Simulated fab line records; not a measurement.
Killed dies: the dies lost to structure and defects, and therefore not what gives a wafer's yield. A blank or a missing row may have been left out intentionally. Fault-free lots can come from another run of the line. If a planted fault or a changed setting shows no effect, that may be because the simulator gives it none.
fab line records	flow n5-finfet
record lots=7	wafers=39
route steps=1938 shown FIN_SAQP@130 DUMMY_GATE@220 HKMG_FIN@444 MOL_CONTACT_COAG@537 BEOL_M0@721 BEOL_M3@977 BEOL_M6@1194
start-h: hours from the record's first day to the start of the lot's first wafer shown	wait-h: time in hours since the lot's previous step	" unchanged from the row above	L1.1+2: one row covering several wafers at once	- no value present, or no start provided	* or withheld: withheld	< > ~ a bound
route shown NAME@n: NAME is a module with steps in the file, n the number in the route of the first one	usual: the fault-free wafers' mean and standard deviation	same: alike in all rows	chamber/n: place in a boat	sites: readings site by site	_std_site: standard deviation of those values	_edge_site: outer sites' mean less inner sites'	radius-mm: how far each site lies from the wafer's centre	mask NAME#n: copy n	behind: the tool/chamber that last shaped the wafer	hold: why the lot went on hold/how many hours it stayed there/how the hold came to an end	device: names the non-switching transistor (n, p or np)	end of line: tests run on the same wafers once the route is complete	step lacking rows: just its recipe	killed: dies lost to structure and defects at the first sort, not the wafer's yield	map: a wafer's dies, x killed, . not, _ none there
set.NAME: the setting as run; set.NAME@STEP: as run at that earlier step	model.NAME: the simulator's own value behind a step, which no gauge read
one table per step and one row per wafer, for lots whose settings were changed on purpose
## steps
# step N5_FIN_SAQP_ETCH_65
# recipe chemistry=CF4	target=SiO2	target-depth-a=40	ion-energy-ev=350	time-s=4.4	pressure-mtorr=10	icp-w=800	bias-w=400	cf4-flow-sccm=80
lot.wafer	tool	chamber	start-h	wait-h	set.time-s	model.etch.depth-nm
L078.1	rie-si-04	3	49.00	0.1	4.4	3.921
L078.2	"	1	"	"	4.4	4.156
L078.4	"	0	"	"	4.4	3.816
L080.1	rie-si-04	2	61.43	0.1	4.4	4.001
L080.2	"	1	"	"	4.4	4.245
L080.3	"	3	"	"	4.4	4.043
L080.4	"	0	"	"	4.4	3.893
L080.5	"	2	"	"	4.4	3.99
L080.6	"	3	"	"	4.4	4.052
L081.1	rie-si-02	2	66.56	0.1	6.52	5.915
L081.2	"	1	"	"	6.52	5.812
L081.3	"	0	"	"	4.4	3.953
L081.4	"	3	"	"	4.4	4.036
L081.5	"	0	"	"	4.4	3.947
L081.6	"	1	"	"	6.52	5.827
L084.1	rie-si-02	0	87.22	0.1	4.4	3.955
L084.2	"	2	"	"	4.4	3.992
L084.3	"	1	"	"	4.4	3.944
L084.4	"	3	"	"	4.4	4.119
L084.5	"	3	"	"	4.4	4.094
L084.6	"	2	"	"	4.4	3.987
L088.1	rie-si-02	1	110.18	0.1	2.926	2.599
L088.2	"	0	"	"	4.4	3.927
L088.3	"	3	"	"	4.4	4.085
L088.4	"	2	"	"	4.4	3.985
L088.5	"	3	"	"	2.926	2.703
L088.6	"	0	"	"	2.926	2.62
L093.1	rie-si-03	3	138.32	0.1	5.71	4.997
L093.2	"	2	"	"	5.71	5.046
L093.3	"	0	"	"	4.4	3.996
L093.4	"	0	"	"	4.4	4
L093.5	"	2	"	"	4.4	3.904
L093.6	"	3	"	"	5.71	5.017
L094.1	rie-si-03	0	144.22	0.1	2.024	1.841
L094.2	"	2	"	"	2.024	1.8
L094.3	"	3	"	"	4.4	3.863
L094.4	"	1	"	"	4.4	4.211
L094.5	"	0	"	"	2.024	1.847
L094.6	"	3	"	"	4.4	3.868
# step N5_DUMMY_GATE_HM_DEP_06
# recipe material=SiNx	target-thk-a=800	precursor=DCS/NH3	temp-c=700	pressure-mtorr=300	time-s=5141
lot.wafer	tool	chamber	start-h	wait-h	set.time-s	model.SiNx_of_DUMMY_GATE_HM_DEP_06.thk-nm
L078.1	lpcvd-02	1/15	65.79	0.0	5141	79.2
L078.2	"	1/20	"	"	5141	78.2
L078.4	"	1/29	"	"	5141	78.4
L080.1	-	-	-	0.0	6445	101.2
L080.2	"	-	"	"	6445	99.6
L080.3	"	-	"	"	6445	100.6
L080.4	"	-	"	"	6445	100
L080.5	"	-	"	"	6445	99.8
L080.6	"	-	"	"	6445	100.4
L081.1	-	-	-	0.0	3335	51.2
L081.2+4+5	"	-	"	"	3335	51.6
L081.3	"	-	"	"	3335	52.2
L081.6	"	-	"	"	3335	52
L084.1	-	-	-	0.0	7005	108
L084.2+6	"	-	"	"	7005	108.8
L084.3+4+5	"	-	"	"	7005	108.2
L088.1	-	-	-	0.0	5141	79.4
L088.2+4	"	-	"	"	5141	78.8
L088.3	"	-	"	"	5141	79.6
L088.5	"	-	"	"	5141	78.6
L088.6	"	-	"	"	5141	79
L093.1+3+4	-	-	-	0.0	4220	65.2
L093.2	"	-	"	"	4220	65.4
L093.5	"	-	"	"	4220	65.6
L093.6	"	-	"	"	4220	64.8
L094.1	-	-	-	0.0	6420	99.4
L094.2	"	-	"	"	6420	100
L094.3	"	-	"	"	6420	100.2
L094.4+6	"	-	"	"	6420	99.8
L094.5	"	-	"	"	6420	100.6
# step N5_HKMG_FIN_ETCH_86
# recipe chemistry=N2/H2	target=SOC	target-depth-a=3932	stop-on=TiN	ion-energy-ev=100	bias-w=61	pressure-mtorr=30	source-w=850	n2-flow-sccm=200	h2-flow-sccm=200
lot.wafer	tool	chamber	start-h	wait-h	set.target-depth-a	model.SOC_of_HKMG_FIN_COAT_85.thk-nm
L078.1	rie-diel-02	0	100.71	-	3932	20.6
L078.2	"	2	"	"	3932	20.8
L078.4	"	1	"	"	3932	17
L080.1+5	rie-diel-06	1	111.90	-	3932	10.2
L080.2+6	"	2	"	"	3932	16
L080.3	"	0	"	"	3932	15.6
L080.4	"	3	"	"	3932	18.2
L081.1+3+4	rie-diel-02	2,0,0	118.42	-	3932	20.8
L081.2+6	"	1	"	"	2207	141
L081.5	"	2	"	"	2207	143.2
L084.1+5	rie-diel-06	1	141.24	-	3932	10.8
L084.2	"	3	"	"	3932	18.2
L084.3	"	2	"	"	3932	16.2
L084.4+6	"	0	"	"	3932	15.8
L088.1+6	rie-diel-02	2	161.25	-	3932	21.4
L088.2+5	"	3	"	"	3932	14
L088.3	"	0	"	"	3932	21.6
L088.4	"	1	"	"	3932	18.2
L093.1+6	rie-diel-03	0	191.28	-	3932	20.4
L093.2	"	2	"	"	3932	13.8
L093.3+4+5	"	1,3,1	"	"	3932	18.8
L094.1+2	rie-diel-03	3,1	196.43	-	3932	18.8
L094.3+5	"	2,3	"	"	6016	8.6
L094.4	"	0	"	"	6016	8.4
L094.6	"	0	"	"	3932	20.4
# step N5_MOL_CONTACT_COAG_ETCH_15
# recipe chemistry=CH3F/O2	target=SiNx	target-depth-a=70	mask-material=SOC	stop-on=Si:P	over-etch-frac=0.75	ion-energy-ev=120	pressure-mtorr=30	source-w=395	bias-w=73	Ar_flow_sccm=150	CH3F_flow_sccm=30	O2_flow_sccm=20
lot.wafer	tool	chamber	start-h	wait-h	set.target-depth-a	model.SOC_of_MOL_CONTACT_COAG_COAT_103.thk-nm
L078.1+2	rie-diel-03	2,3	112.10	0.0	70	75.4
L078.4	"	1	"	"	70	75.2
L080.1+5	rie-diel-02	2,1	123.04	0.0	70	75.2
L080.2	"	1	"	"	70	75.4
L080.3+4	"	0	"	"	32.7	77.2
L080.6	"	2	"	"	32.7	77.4
L081.1+4+5	rie-diel-02	2,1,2	129.51	0.0	70	75.4
L081.2+6	"	0	"	"	70	75.6
L081.3	"	1	"	"	70	75.2
L084.1+5	rie-diel-02	0	152.52	0.0	81.95	74.6
L084.2+4+6	"	3,1,1	"	"	70	75
L084.3	"	2	"	"	81.95	74.4
L088.1+2	rie-diel-06	0,1	172.19	0.0	70	75.2
L088.3	"	2	"	"	70	75
L088.4+5+6	"	3,2,3	"	"	70	75.4
L093.1+3	rie-diel-03	1,2	202.85	0.0	51.54	76.2
L093.2+4	"	3,0	"	"	70	75.4
L093.5	"	3	"	"	70	75.2
L093.6	"	0	"	"	51.54	76
L094.1+5	rie-diel-02	2,3	207.69	0.0	70	75.4
L094.2	"	0	"	"	70	75.6
L094.3	"	3	"	"	70	75
L094.4	"	0	"	"	70	75.8
L094.6	"	2	"	"	70	75.2
# step N5_MOL_CONTACT_COAG_ETCH_110
# recipe chemistry=CF4/O2	target=Si	target-depth-a=25	time-s=8	pressure-mtorr=100	source-w=200	bias-w=12	ion-energy-ev=60	Ar_flow_sccm=100	cf4-flow-sccm=100	O2_flow_sccm=10
lot.wafer	tool	chamber	start-h	wait-h	set.target-depth-a@MOL_CONTACT_COAG_ETCH_15	model.SOC_of_MOL_CONTACT_COAG_COAT_103.thk-nm
L078.1+4	rie-diel-03	2,1	112.16	0.0	70	73.8
L078.2	"	3	"	"	70	74
L080.1+2	rie-diel-02	2,1	123.10	0.0	70	73.8
L080.3+4+6	"	0,0,2	"	"	32.7	75.8
L080.5	"	1	"	"	70	73.6
L081.1+3+4+5	rie-diel-02	2,1,1,2	129.57	0.0	70	73.8
L081.2+6	"	0	"	"	70	74
L084.1+5	rie-diel-02	0	152.58	0.0	81.95	73.2
L084.2+4+6	"	3,1,1	"	"	70	73.6
L084.3	"	2	"	"	81.95	72.8
L088.1+2+4+5+6	rie-diel-06	0,1,3,2,3	172.25	0.0	70	73.8
L088.3	"	2	"	"	70	73.4
L093.1+3	rie-diel-03	1,2	202.91	0.0	51.54	74.8
L093.2	"	3	"	"	70	74
L093.4+5	"	0,3	"	"	70	73.8
L093.6	"	0	"	"	51.54	74.6
L094.1+5	rie-diel-02	2,3	207.75	0.0	70	73.8
L094.2	"	0	"	"	70	74
L094.3	"	3	"	"	70	73.4
L094.4	"	0	"	"	70	74.4
L094.6	"	2	"	"	70	73.6
# step N5_BEOL_M0_TRENCH_ETCH_107
# recipe chemistry=C4F6/O2	target-depth-a=328	target=SiOC	time-s=16.4	ion-energy-ev=250	pressure-mtorr=30	source-w=355	bias-w=185	Ar_flow_sccm=300	C4F6_flow_sccm=10	O2_flow_sccm=10
lot.wafer	tool	chamber	start-h	wait-h	set.target-depth-a	model.BEOL_M0.feature-depth-nm
L078.1+4	rie-diel-02	0	137.33	0.0	328	31.8
L078.2	"	2	"	"	328	33
L080.1	rie-diel-03	0	148.62	0.0	328	33
L080.2+5	"	2	"	"	233.3	23.6
L080.3	"	3	"	"	328	32
L080.4	"	1	"	"	328	32.6
L080.6	"	1	"	"	233.3	23
L081.1	rie-diel-03	0	154.62	0.0	328	33
L081.2	"	3	"	"	262.2	25.4
L081.3	"	1	"	"	262.2	26
L081.4+5	"	2	"	"	328	32.8
L081.6	"	1	"	"	262.2	25.8
L084.1	rie-diel-02	3	177.40	0.0	328	33.6
L084.2	"	0	"	"	328	31.4
L084.3	"	2	"	"	254.3	25.2
L084.4	"	1	"	"	254.3	25.4
L084.5	"	1	"	"	254.3	25.6
L084.6	"	0	"	"	328	31.2
L088.1	rie-diel-06	2	200.67	0.0	328	33.6
L088.2	"	1	"	"	449	45
L088.3+6	"	0	"	"	449	43.2
L088.4	"	3	"	"	328	32.4
L088.5	"	1	"	"	328	33
L093.1	rie-diel-06	1	230.51	0.0	328	33.4
L093.2+5+6	"	2,1,2	"	"	406.6	41.2
L093.3	"	3	"	"	328	32
L093.4	"	0	"	"	328	31.6
L094.1	rie-diel-06	0	236.96	0.0	382.2	36.8
L094.2	"	1	"	"	328	33
L094.3	"	3	"	"	382.2	37.6
L094.4	"	1	"	"	328	33.4
L094.5	"	3	"	"	328	32
L094.6	"	0	"	"	382.2	36.6
# step N5_BEOL_M0_STRIP_142
# recipe chemistry=N2/H2	time-s=10	power-w=450	temp-c=40	pressure-mtorr=20	rf-frequency-hz=6e+07	bias-power-w=7	n2-flow-sccm=200	h2-flow-sccm=200
# step N5_BEOL_M0_OCD_MEAS_108
# usual trench-depth-nm=32.5/0.83
lot.wafer	tool	chamber	start-h	wait-h	set.target-depth-a@BEOL_M0_TRENCH_ETCH_107	trench-depth-nm
L078.1	ocd-01	-	137.43	0.1	328	32.3
L078.2	"	-	"	"	328	33.2
L078.4	"	-	"	"	328	32.2
L080.1	ocd-01	-	148.72	0.1	328	33.6
L080.2	"	-	"	"	233.3	23.4
L080.3	"	-	"	"	328	32.1
L080.4	"	-	"	"	328	32.5
L080.5	"	-	"	"	233.3	23.7
L080.6	"	-	"	"	233.3	22.8
L081.1	ocd-02	-	154.72	0.1	328	33.6
L081.2	"	-	"	"	262.2	25.2
L081.3	"	-	"	"	262.2	26.2
L081.4	"	-	"	"	328	32.4
L081.5	"	-	"	"	328	32.7
L081.6	"	-	"	"	262.2	26.0
L084.1	ocd-01	-	177.51	0.1	328	34.6
L084.2	"	-	"	"	328	31.4
L084.3	"	-	"	"	254.3	25.1
L084.4	"	-	"	"	254.3	25.6
L084.5	"	-	"	"	254.3	25.4
L084.6	"	-	"	"	328	31.1
L088.1	ocd-02	-	200.77	0.1	328	33.6
L088.2	"	-	"	"	449	44.9
L088.3	"	-	"	"	449	43.0
L088.4	"	-	"	"	328	32.2
L088.5	"	-	"	"	328	32.6
L088.6	"	-	"	"	449	43.1
L093.1	ocd-02	-	230.61	0.1	328	33.0
L093.2	"	-	"	"	406.6	41.3
L093.3	"	-	"	"	328	32.1
L093.4	"	-	"	"	328	31.2
L093.5	"	-	"	"	406.6	41.5
L093.6	"	-	"	"	406.6	41.7
L094.1	ocd-01	-	237.06	0.1	382.2	36.7
L094.2	"	-	"	"	328	33.1
L094.3	"	-	"	"	382.2	37.5
L094.4	"	-	"	"	328	33.6
L094.5	"	-	"	"	328	32.0
L094.6	"	-	"	"	382.2	36.9
# step N5_BEOL_M3_VIA_ETCH_34
# recipe chemistry=C4F6/O2	target-depth-a=694	mask-material=SOC	pressure-mtorr=15	ion-energy-ev=250	taper-deg=4	time-s=65.9	source-w=350	bias-w=170	Ar_flow_sccm=300	C4F6_flow_sccm=10	O2_flow_sccm=10
lot.wafer	tool	chamber	start-h	wait-h	set.time-s	model.etch.depth-nm	model.SOC_of_BEOL_M3_COAT_67.thk-nm
L078.1	rie-diel-01	1	170.14	0.0	65.9	67.71	52.2
L078.2	"	3	"	"	65.9	69.01	52.2
L078.4	"	0	"	"	65.9	67.92	52.2
L080.1	rie-diel-04	3	175.97	0.0	65.9	70.96	51.6
L080.2	"	0	"	"	65.9	68.39	52.4
L080.3	"	0	"	"	65.9	68.56	52.2
L080.4	"	3	"	"	65.9	70.79	51.8
L080.5	"	0	"	"	65.9	68.69	52.4
L080.6	"	3	"	"	65.9	70.89	52
L081.1	rie-diel-01	0	192.81	0.0	65.9	68.46	52.6
L081.2	"	1	"	"	65.9	68.92	52.4
L081.3	"	2	"	"	92.92	100	48.4
L081.4	"	3	"	"	92.92	97.84	48.8
L081.5	"	1	"	"	65.9	69.21	52.2
L081.6	"	0	"	"	92.92	96.56	49.2
L084.1	rie-diel-04	0	210.60	0.0	65.9	68.61	52.6
L084.2	"	1	"	"	37.19	39.88	55.6
L084.3	"	2	"	"	37.19	40.06	55.2
L084.4	"	2	"	"	65.9	70.41	51.8
L084.5	"	0	"	"	37.19	38.69	55.6
L084.6	"	1	"	"	65.9	71.11	52
L088.1	rie-diel-01	1	221.11	0.0	65.9	68.02	52
L088.2	"	0	"	"	47.46	49.22	54.6
L088.3	"	3	"	"	65.9	70.07	51.8
L088.4	"	2	"	"	47.46	51.03	54.2
L088.5	"	1	"	"	47.46	49.13	54.4
L088.6	"	0	"	"	65.9	67.9	52.4
L093.1	rie-diel-01	1	265.76	0.0	27.03	27.63	57
L093.2	"	3	"	"	65.9	68.78	51.8
L093.3	"	0	"	"	65.9	68.39	52.2
L093.4	"	2	"	"	27.03	28.48	56.6
L093.5	"	1	"	"	27.03	27.81	56.6
L093.6	"	2	"	"	65.9	69.47	51.8
L094.1	rie-diel-04	1	272.57	0.0	65.9	71.14	52
L094.2	"	3	"	"	65.9	70.59	51.8
L094.3	"	0	"	"	65.9	68.45	52.4
L094.4	"	2	"	"	65.9	70.84	51.8
L094.5	"	2	"	"	65.9	70.24	51.8
L094.6	"	1	"	"	65.9	71.09	51.8
# step N5_BEOL_M6_ILD_DEP_00
# recipe material=SiCOH_lowk	target-thk-a=1797.5	temp-c=300	precursor=DEMS/porogen	pressure-torr=5	rf-w=500	time-s=33.4
lot.wafer	tool	chamber	start-h	wait-h	set.target-thk-a	model.SiCOH_lowk_of_BEOL_M6_ILD_DEP_00.thk-nm
L078.1	pecvd-03	2	197.34	0.0	1797.5	180.2
L078.2	"	1	"	"	1797.5	180.6
L078.4	"	1	"	"	1797.5	182.6
L080.1	pecvd-01	2	204.36	0.0	2830	282
L080.2	"	1	"	"	1797.5	176
L080.3	"	0	"	"	2830	276.8
L080.4	"	2	"	"	1797.5	182.8
L080.5	"	0	"	"	1797.5	176.4
L080.6	"	1	"	"	2830	281.2
L081.1	pecvd-01	2	222.38	0.0	1797.5	178.6
L081.2	"	0	"	"	1797.5	178.8
L081.3	"	1	"	"	1797.5	177.2
L081.4	"	2	"	"	1797.5	184
L081.5	"	1	"	"	1797.5	179.4
L081.6	"	0	"	"	1797.5	181
L084.1	pecvd-03	1	237.73	0.0	2385	237.8
L084.2	"	0	"	"	1797.5	180.2
L084.3	"	2	"	"	1797.5	176.8
L084.4	"	2	"	"	2385	238.6
L084.5	"	1	"	"	2385	242.2
L084.6	"	0	"	"	1797.5	182.8
L088.1	pecvd-01	0	255.13	0.0	2640	260.6
L088.2	"	2	"	"	1797.5	179.8
L088.3	"	1	"	"	2640	262.8
L088.4	"	2	"	"	2640	269.8
L088.5	"	1	"	"	1797.5	180.8
L088.6	"	0	"	"	1797.5	180.6
L093.1	pecvd-01	1	294.39	0.0	1797.5	179.2
L093.2	"	0	"	"	2089	209
L093.3	"	2	"	"	1797.5	185.8
L093.4	"	1	"	"	2089	211.6
L093.5	"	0	"	"	1797.5	184
L093.6	"	2	"	"	2089	214.6
L094.1	pecvd-03	1	297.41	0.0	2354	236
L094.2	"	2	"	"	1797.5	180.6
L094.3	"	0	"	"	2354	236.8
L094.4	"	0	"	"	2354	240.6
L094.5	"	2	"	"	1797.5	181.4
L094.6	"	1	"	"	1797.5	184.8
# step N5_BEOL_M6_CURE_74
# recipe temp-c=385	time-s=240	ambient=He/Ar	material=SiCOH_lowk
lot.wafer	tool	chamber	start-h	wait-h	set.target-thk-a@BEOL_M6_ILD_DEP_00	model.SiCOH_lowk_of_BEOL_M6_ILD_DEP_00.thk-nm
L078.1	uv-cure-03	2	197.48	0.1	1797.5	155.4
L078.2	"	2	"	"	1797.5	155.8
L078.4	"	2	"	"	1797.5	157.6
L080.1	uv-cure-02	0	204.42	0.0	2830	244.6
L080.2	"	0	"	"	1797.5	151.6
L080.3	"	0	"	"	2830	240
L080.4	"	0	"	"	1797.5	157.6
L080.5	"	0	"	"	1797.5	152
L080.6	"	0	"	"	2830	244
L081.1	uv-cure-01	1	222.45	0.0	1797.5	154
L081.2	"	1	"	"	1797.5	154.2
L081.3	"	1	"	"	1797.5	152.8
L081.4	"	1	"	"	1797.5	158.8
L081.5	"	1	"	"	1797.5	154.8
L081.6	"	1	"	"	1797.5	156.2
L084.1	uv-cure-01	2	237.80	0.0	2385	205.8
L084.2	"	2	"	"	1797.5	155.4
L084.3	"	2	"	"	1797.5	152.4
L084.4	"	2	"	"	2385	206.4
L084.5	"	2	"	"	2385	209.6
L084.6	"	2	"	"	1797.5	157.8
L088.1	uv-cure-01	2	255.19	0.0	2640	225.8
L088.2	"	2	"	"	1797.5	155
L088.3	"	2	"	"	2640	227.6
L088.4	"	2	"	"	2640	234
L088.5	"	2	"	"	1797.5	156
L088.6	"	2	"	"	1797.5	155.8
L093.1	uv-cure-01	2	294.46	0.0	1797.5	154.4
L093.2	"	2	"	"	2089	180.6
L093.3	"	2	"	"	1797.5	160.4
L093.4	"	2	"	"	2089	182.8
L093.5	"	2	"	"	1797.5	158.8
L093.6	"	2	"	"	2089	185.4
L094.1	uv-cure-02	1	297.47	0.0	2354	204.2
L094.2	"	1	"	"	1797.5	155.8
L094.3	"	1	"	"	2354	204.8
L094.4	"	1	"	"	2354	208.2
L094.5	"	1	"	"	1797.5	156.4
L094.6	"	1	"	"	1797.5	159.4
# step N5_BEOL_M6_THK_MEAS_01
# recipe reads=SiCOH_lowk_of_BEOL_M6_ILD_DEP_00
# usual M6_ILD_THK=155.2/2.3
lot.wafer	tool	chamber	start-h	wait-h	set.target-thk-a@BEOL_M6_ILD_DEP_00	M6_ILD_THK[nm]
L078.1	film-metro-01	-	197.99	0.4	1797.5	155.4
L078.2	"	-	"	"	1797.5	155.8
L078.4	"	-	"	"	1797.5	157.5
L080.1	film-metro-01	-	204.93	0.4	2830	244.6
L080.2	"	-	"	"	1797.5	151.6
L080.3	"	-	"	"	2830	239.9
L080.4	"	-	"	"	1797.5	157.6
L080.5	"	-	"	"	1797.5	152.2
L080.6	"	-	"	"	2830	244.0
L081.1	film-metro-01	-	222.96	0.4	1797.5	154.0
L081.2	"	-	"	"	1797.5	154.2
L081.3	"	-	"	"	1797.5	152.7
L081.4	"	-	"	"	1797.5	158.8
L081.5	"	-	"	"	1797.5	154.7
L081.6	"	-	"	"	1797.5	156.2
L084.1	film-metro-02	-	238.31	0.4	2385	205.7
L084.2	"	-	"	"	1797.5	155.4
L084.3	"	-	"	"	1797.5	152.3
L084.4	"	-	"	"	2385	206.5
L084.5	"	-	"	"	2385	209.7
L084.6	"	-	"	"	1797.5	157.7
L088.1	film-metro-02	-	256.18	0.8	2640	225.6
L088.2	"	-	"	"	1797.5	155.0
L088.3	"	-	"	"	2640	227.8
L088.4	"	-	"	"	2640	233.9
L088.5	"	-	"	"	1797.5	155.8
L088.6	"	-	"	"	1797.5	155.8
L093.1	film-metro-01	-	294.97	0.4	1797.5	154.6
L093.2	"	-	"	"	2089	180.6
L093.3	"	-	"	"	1797.5	160.3
L093.4	"	-	"	"	2089	182.6
L093.5	"	-	"	"	1797.5	158.8
L093.6	"	-	"	"	2089	185.2
L094.1	film-metro-02	-	297.98	0.4	2354	204.1
L094.2	"	-	"	"	1797.5	155.7
L094.3	"	-	"	"	2354	204.7
L094.4	"	-	"	"	2354	208.2
L094.5	"	-	"	"	1797.5	156.4
L094.6	"	-	"	"	1797.5	159.3
## key
split step=N5_FIN_SAQP_ETCH_65	setting=time-s	stated=4.4	by=wafer
response step=N5_FIN_SAQP_ETCH_65	reading=model.etch.depth-nm	change=+0.0391	per=1%	r=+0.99
split step=N5_DUMMY_GATE_HM_DEP_06	setting=time-s	stated=5141	by=lot
response step=N5_DUMMY_GATE_HM_DEP_06	reading=model.SiNx_of_DUMMY_GATE_HM_DEP_06.thk-nm	change=+0.802	per=1%	r=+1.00
split step=N5_HKMG_FIN_ETCH_86	setting=target-depth-a	stated=3932	by=wafer
response step=N5_HKMG_FIN_ETCH_86	reading=model.SOC_of_HKMG_FIN_COAT_85.thk-nm	shape=bent	at-lowest=141.7	at-stated=17.4	at-highest=8.533
split step=N5_MOL_CONTACT_COAG_ETCH_15	setting=target-depth-a	stated=70	by=wafer
response step=N5_MOL_CONTACT_COAG_ETCH_15	reading=model.SOC_of_MOL_CONTACT_COAG_COAT_103.thk-nm	change=-0.0354	per=1%	r=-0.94
response step=N5_MOL_CONTACT_COAG_ETCH_110	reading=model.SOC_of_MOL_CONTACT_COAG_COAT_103.thk-nm	change=-0.0371	per=1%	r=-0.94
split step=N5_BEOL_M0_TRENCH_ETCH_107	setting=target-depth-a	stated=328	by=wafer
response step=N5_BEOL_M0_TRENCH_ETCH_107	reading=model.BEOL_M0.feature-depth-nm	change=+0.313	per=1%	r=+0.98
response step=N5_BEOL_M0_OCD_MEAS_108	reading=trench-depth-nm	change=+0.321	per=1%	r=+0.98
split step=N5_BEOL_M3_VIA_ETCH_34	setting=time-s	stated=65.9	by=wafer
response step=N5_BEOL_M3_VIA_ETCH_34	reading=model.etch.depth-nm	change=+0.698	per=1%	r=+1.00
response step=N5_BEOL_M3_VIA_ETCH_34	reading=model.SOC_of_BEOL_M3_COAT_67.thk-nm	change=-0.0818	per=1%	r=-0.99
split step=N5_BEOL_M6_ILD_DEP_00	setting=target-thk-a	stated=1797.5	by=wafer
response step=N5_BEOL_M6_ILD_DEP_00	reading=model.SiCOH_lowk_of_BEOL_M6_ILD_DEP_00.thk-nm	change=+1.79	per=1%	r=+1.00
response step=N5_BEOL_M6_CURE_74	reading=model.SiCOH_lowk_of_BEOL_M6_ILD_DEP_00.thk-nm	change=+1.56	per=1%	r=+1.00
response step=N5_BEOL_M6_THK_MEAS_01	reading=M6_ILD_THK	change=+1.56	per=1%	r=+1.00
